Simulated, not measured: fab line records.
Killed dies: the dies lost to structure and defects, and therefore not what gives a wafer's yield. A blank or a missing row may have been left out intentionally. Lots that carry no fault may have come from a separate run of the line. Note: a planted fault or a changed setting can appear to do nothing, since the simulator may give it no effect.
The tool behind it: which one? -- flow n5Finfet -- 24 lots with 72 wafers sampled at 6 steps, on a route of 1938 steps

WHAT EACH GAUGE READ, for each wafer
N5_BEOL_M8_CD_MEAS_28: target cd 40 nm.
lot,measured,on,cdNm (nm)
L074,day 10 13:10,cdSem-03,39.89 40.13 40.38
L075,day 10 13:13,cdSem-01,39.68 40.13 40.00
L076,day 10 19:41,cdSem-01,40.27 40.42 39.92
L078,day 11 11:31,cdSem-02,39.81 39.80 39.94
L077,day 11 19:49,cdSem-01,39.84 39.84 39.93
L079,day 12 11:31,cdSem-02,39.76 40.55 40.39
L080,day 12 11:34,cdSem-02,40.15 39.86 39.49
L081,day 12 14:23,cdSem-02,39.66 39.94 39.34
L082,day 12 23:17,cdSem-03,39.85 39.68 39.69
L083,day 13 21:38,cdSem-02,39.85 39.79 39.86
L084,day 14 13:48,cdSem-01,40.23 40.06 39.82
L085,day 14 13:43,cdSem-03,39.88 39.94 39.72
L086,day 15 03:07,cdSem-01,39.88 39.70 40.18
L088,day 15 01:53,cdSem-02,39.83 40.40 39.85
L087,day 15 03:23,cdSem-01,40.36 40.06 40.29
L089,day 15 05:13,cdSem-01,40.11 39.69 40.08
L092,day 15 09:50,cdSem-01,39.85 40.10 40.36
L090,day 15 10:29,cdSem-02,39.65 39.69 39.84
L091,day 15 23:17,cdSem-03,40.36 39.82 39.86
L094,day 16 01:05,cdSem-02,40.20 40.04 40.15
L095,day 16 07:07,cdSem-01,39.88 40.07 39.87
L093,day 16 07:10,cdSem-02,40.20 40.24 39.82
L096,day 16 10:11,cdSem-02,39.87 40.14 40.27
L097,day 17 13:02,cdSem-02,39.87 39.99 39.88

N5_BEOL_M9_CD_MEAS_11: target cd 64.1 nm.
lot,measured,on,cdNm (nm)
L074,day 10 17:41,cdSem-03,64.6 64.1 63.7
L075,day 10 18:31,cdSem-02,63.8 64.0 64.2
L076,day 11 01:42,cdSem-03,64.1 63.3 64.1
L078,day 11 17:05,cdSem-03,64.2 64.5 65.0
L077,day 12 00:55,cdSem-02,63.8 64.0 64.5
L079,day 12 16:42,cdSem-02,64.5 63.9 64.1
L080,day 12 18:56,cdSem-01,65.6 65.1 64.2
L081,day 12 20:20,cdSem-02,64.3 64.1 64.9
L082,day 13 03:59,cdSem-03,64.7 65.3 64.9
L083,day 14 04:34,cdSem-03,64.3 64.9 64.1
L084,day 14 23:47,cdSem-02,64.2 64.3 63.5
L085,day 14 23:58,cdSem-02,63.6 63.5 64.1
L086,day 15 09:25,cdSem-03,64.6 64.3 65.2
L088,day 15 07:28,cdSem-02,63.9 63.2 63.8
L087,day 15 09:37,cdSem-02,64.8 65.0 64.7
L089,day 15 10:05,cdSem-02,63.9 63.9 63.7
L092,day 15 15:34,cdSem-02,65.3 65.5 65.3
L090,day 15 17:44,cdSem-02,64.6 65.2 64.3
L091,day 16 04:45,cdSem-02,64.9 63.9 64.0
L094,day 16 08:17,cdSem-01,64.7 64.8 65.3
L095,day 16 15:11,cdSem-03,64.8 64.0 64.4
L093,day 16 12:46,cdSem-02,65.5 65.8 65.6
L096,day 16 15:20,cdSem-01,64.5 64.9 64.0
L097,day 17 20:38,cdSem-02,64.3 64.8 64.8

N5_BEOL_M9_INSPECT_58: inspects for defects (darkfield).
lot,measured,on,rawDefectCount
L074,day 11 00:18,defectInspect-02,64 45 60
L075,day 10 23:42,defectInspect-01,70 53 97
L076,day 11 05:58,defectInspect-01,171 71 182
L078,day 11 22:58,defectInspect-01,94 40 44
L077,day 12 06:59,defectInspect-01,95 129 108
L079,day 12 20:23,defectInspect-01,55 52 60
L080,day 13 01:30,defectInspect-01,63 81 67
L081,day 13 01:45,defectInspect-01,69 70 64
L082,day 13 08:17,defectInspect-01,48 43 65
L083,day 14 08:49,defectInspect-01,72 38 49
L084,day 15 05:14,defectInspect-01,64 114 73
L085,day 15 04:59,defectInspect-01,48 81 60
L086,day 15 14:52,defectInspect-01,64 74 60
L088,day 15 11:09,defectInspect-01,30 64 65
L087,day 15 15:34,defectInspect-02,82 58 101
L089,day 15 17:19,defectInspect-01,78 77 68
L092,day 15 23:47,defectInspect-01,106 82 78
L090,day 16 00:41,defectInspect-02,51 93 96
L091,day 16 10:47,defectInspect-01,64 79 67
L094,day 16 13:51,defectInspect-02,56 54 84
L095,day 16 22:58,defectInspect-01,94 95 92
L093,day 16 17:07,defectInspect-02,90 84 107
L096,day 16 23:14,defectInspect-01,87 75 68
L097,day 18 03:44,defectInspect-02,68 95 73

TOOL THAT RAN EACH LOT (tool first, then ch and the chambers of the sampled wafers, then the start)
lot,N5_BEOL_M7_SPUTTER_48,N5_BEOL_M9_CURE_71,N5_BEOL_M9_ETCH_41
L074,"pvdSputter-03, day 10 06:29","uvCure-03 ch 1, day 10 16:18","rieDiel-05 ch 0,3, day 11 00:18 or earlier"
L075,"pvdSputter-02, day 10 09:19","uvCure-01 ch 0, day 10 16:28","rieDiel-02 ch 2,3, day 10 23:42 or earlier"
L076,"pvdSputter-03, day 10 14:05","uvCure-02 ch 0, day 11 00:20","rieDiel-05 ch 1,2,3, day 11 05:58 or earlier"
L078,"pvdSputter-03, day 11 05:35","uvCure-03 ch 0, day 11 15:15","rieDiel-03 ch 0,1,2, day 11 22:58 or earlier"
L077,"pvdSputter-01, day 11 13:58","uvCure-02 ch 1, day 11 23:38","rieDiel-03 ch 0,2,3, day 12 06:59 or earlier"
L079,"pvdSputter-03, day 12 06:30","uvCure-01 ch 0, day 12 14:43","rieDiel-05 ch 0,1,2, day 12 20:23 or earlier"
L080,"pvdSputter-03, day 12 06:43","uvCure-03 ch 1, day 12 16:23","rieDiel-02 ch 0,2,3, day 13 01:30 or earlier"
L081,"pvdSputter-03, day 12 10:17","uvCure-02 ch 2, day 12 19:17","rieDiel-05 ch 0,1, day 13 01:45 or earlier"
L082,"pvdSputter-03, day 12 15:25","uvCure-02 ch 0, day 13 02:35","rieDiel-05 ch 0,1,3, day 13 08:17 or earlier"
L083,"pvdSputter-01, day 13 16:43","uvCure-02 ch 0, day 14 02:22","rieDiel-03 ch 0,1,2, day 14 08:49 or earlier"
L084,"pvdSputter-01, day 14 06:16","uvCure-03 ch 1, day 14 19:28","rieDiel-02 ch 1,2, day 15 05:14 or earlier"
L085,"pvdSputter-03, day 14 07:13","uvCure-02 ch 2, day 14 19:40","rieDiel-05 ch 2,3, day 15 04:59 or earlier"
L086,"pvdSputter-02, day 14 15:20","uvCure-01 ch 1, day 15 07:05","rieDiel-03 ch 1,3, day 15 14:52 or earlier"
L088,"pvdSputter-01, day 14 15:40","uvCure-02 ch 0, day 15 05:35","rieDiel-02 ch 0,2,3, day 15 11:09 or earlier"
L087,"pvdSputter-02, day 14 18:44","uvCure-02 ch 2, day 15 07:16","rieDiel-02 ch 1,2,3, day 15 15:34 or earlier"
L089,"pvdSputter-02, day 15 01:59","uvCure-03 ch 0, day 15 09:02","rieDiel-02 ch 2,3, day 15 17:19 or earlier"
L092,"pvdSputter-02, day 15 04:50","uvCure-03 ch 0, day 15 14:17","rieDiel-03 ch 0,1,2, day 15 23:47 or earlier"
L090,"pvdSputter-01, day 15 06:06","uvCure-03 ch 0, day 15 15:44","rieDiel-03 ch 2,3, day 16 00:41 or earlier"
L091,"pvdSputter-03, day 15 16:49","uvCure-03 ch 2, day 16 03:10","rieDiel-03 ch 1,2,3, day 16 10:47 or earlier"
L094,"pvdSputter-01, day 15 16:53","uvCure-01 ch 1, day 16 04:44","rieDiel-03 ch 1,2, day 16 13:51 or earlier"
L095,"pvdSputter-03, day 16 00:54","uvCure-03 ch 1, day 16 12:05","rieDiel-03 ch 0,2, day 16 22:58 or earlier"
L093,"pvdSputter-03, day 16 01:44","uvCure-03 ch 0, day 16 11:32","rieDiel-02 ch 1,2, day 16 17:07 or earlier"
L096,"pvdSputter-03, day 16 02:24","uvCure-02 ch 2, day 16 13:31","rieDiel-03 ch 1,2,3, day 16 23:14 or earlier"
L097,"pvdSputter-02, day 17 07:10","uvCure-01 ch 1, day 17 16:11","rieDiel-03 ch 0,1,3, day 18 03:44 or earlier"
- N5_BEOL_M7_SPUTTER_48: material Cu, target thk 10 nm, time 1.667 s.
- N5_BEOL_M9_CURE_71: cures SiCOH lowk, time 240 s.
- N5_BEOL_M9_ETCH_41: etches SiCN in CH3F/O2, target depth 36.6 nm, time 70.1 s.

WHAT THE TOOLS THEMSELVES READ (means of the sampled wafers that have a number; where no wafer has one, the mark that the record gives instead)
N5_BEOL_M7_SPUTTER_48.
lot,tool,throttleValvePct (%)
L074,pvdSputter-03,29.6
L075,pvdSputter-02,29.7
L076,pvdSputter-03,29.7
L078,pvdSputter-03,29.7
L077,pvdSputter-01,29.8
L079,pvdSputter-03,29.6
L080,pvdSputter-03,29.9
L081,pvdSputter-03,29.5
L082,pvdSputter-03,29.7
L083,pvdSputter-01,30.1
L084,pvdSputter-01,29.3
L085,pvdSputter-03,29.6
L086,pvdSputter-02,29.9
L088,pvdSputter-01,29.8
L087,pvdSputter-02,30.1
L089,pvdSputter-02,29.8
L092,pvdSputter-02,30.0
L090,pvdSputter-01,30.4
L091,pvdSputter-03,29.4
L094,pvdSputter-01,29.8
L095,pvdSputter-03,29.5
L093,pvdSputter-03,29.5
L096,pvdSputter-03,29.8
L097,pvdSputter-02,29.5

N5_BEOL_M9_CURE_71.
lot,tool,lampPowerPct (%),wafer_temp_C_max
L074,uvCure-03,52.31,387.3
L075,uvCure-01,52.30,386.8
L076,uvCure-02,52.29,387.1
L078,uvCure-03,52.30,386.7
L077,uvCure-02,52.32,386.8
L079,uvCure-01,52.36,386.8
L080,uvCure-03,52.34,387.5
L081,uvCure-02,52.27,387.1
L082,uvCure-02,52.33,387.4
L083,uvCure-02,52.35,386.9
L084,uvCure-03,52.26,387.8
L085,uvCure-02,52.29,387.4
L086,uvCure-01,52.32,388.6
L088,uvCure-02,52.38,386.9
L087,uvCure-02,52.32,387.1
L089,uvCure-03,52.31,386.3
L092,uvCure-03,52.28,386.6
L090,uvCure-03,52.34,386.6
L091,uvCure-03,52.37,387.2
L094,uvCure-01,52.31,387.6
L095,uvCure-03,52.36,387.8
L093,uvCure-03,52.28,386.6
L096,uvCure-02,52.35,387.8
L097,uvCure-01,52.34,387.6

N5_BEOL_M9_ETCH_41.
lot,tool,drypumpMotorCurrentA (A),oesProductAu (a.u.),rfVppV (V),showerheadPlenumPTorr (Torr),throttleValvePct (%)
L074,rieDiel-05,5.4,0.86,297.1,1.99,16.24
L075,rieDiel-02,5.7,0.72,297.7,2.00,16.22
L076,rieDiel-05,5.3,0.85,300.0,2.11,16.20
L078,rieDiel-03,5.7,0.87,298.1,2.02,16.00
L077,rieDiel-03,5.3,0.83,298.3,2.04,16.13
L079,rieDiel-05,5.5,0.90,298.3,2.07,16.13
L080,rieDiel-02,5.5,0.79,297.0,2.00,16.09
L081,rieDiel-05,5.5,0.89,297.1,2.01,16.18
L082,rieDiel-05,5.3,0.91,298.3,2.04,16.13
L083,rieDiel-03,5.7,0.83,298.1,2.01,16.03
L084,rieDiel-02,6.1,0.71,297.2,1.96,16.42
L085,rieDiel-05,5.4,0.93,299.4,2.10,16.05
L086,rieDiel-03,5.6,0.81,298.1,2.00,16.13
L088,rieDiel-02,5.5,0.76,295.7,1.99,16.12
L087,rieDiel-02,6.0,0.70,296.2,1.95,16.41
L089,rieDiel-02,5.9,0.68,296.7,1.94,16.40
L092,rieDiel-03,5.7,0.81,298.7,2.01,16.06
L090,rieDiel-03,5.4,0.85,298.0,2.03,16.00
L091,rieDiel-03,5.7,0.84,297.6,2.00,16.00
L094,rieDiel-03,5.9,0.88,297.5,2.00,15.88
L095,rieDiel-03,5.3,0.97,298.1,2.04,15.89
L093,rieDiel-02,5.9,0.69,297.1,1.99,16.33
L096,rieDiel-03,5.7,0.83,296.7,2.00,16.01
L097,rieDiel-03,5.6,0.86,297.2,2.00,16.03

THE ANSWER, worked out from the rows above alone
Rule: usual is defined by the lots themselves. The widest of any qualifying gaps counts: lots, ordered by their means at a reading, are off when they make up no more than a third of the lots, leave a main group of 4 or more, and stand apart from it by 3 or more times the standard deviation of that group's means. The tables above print the reading to a certain number of digits; a main group whose means all agree to those digits is not used. A lot without any number at a reading at which 4 lots or more have one is off too. All remaining lots with rows at the step are treated as sound. Order of review: gauges by route order, followed by the tools' own readings, for which a lot's mean as printed above is used. The first step at which some lot is off is used, and at that step the reading that is off furthest; a lot without a number counts as furthest.
Nothing can be told from this: no lot is off at any reading shown.

WHAT THE SIMULATOR PUT IN
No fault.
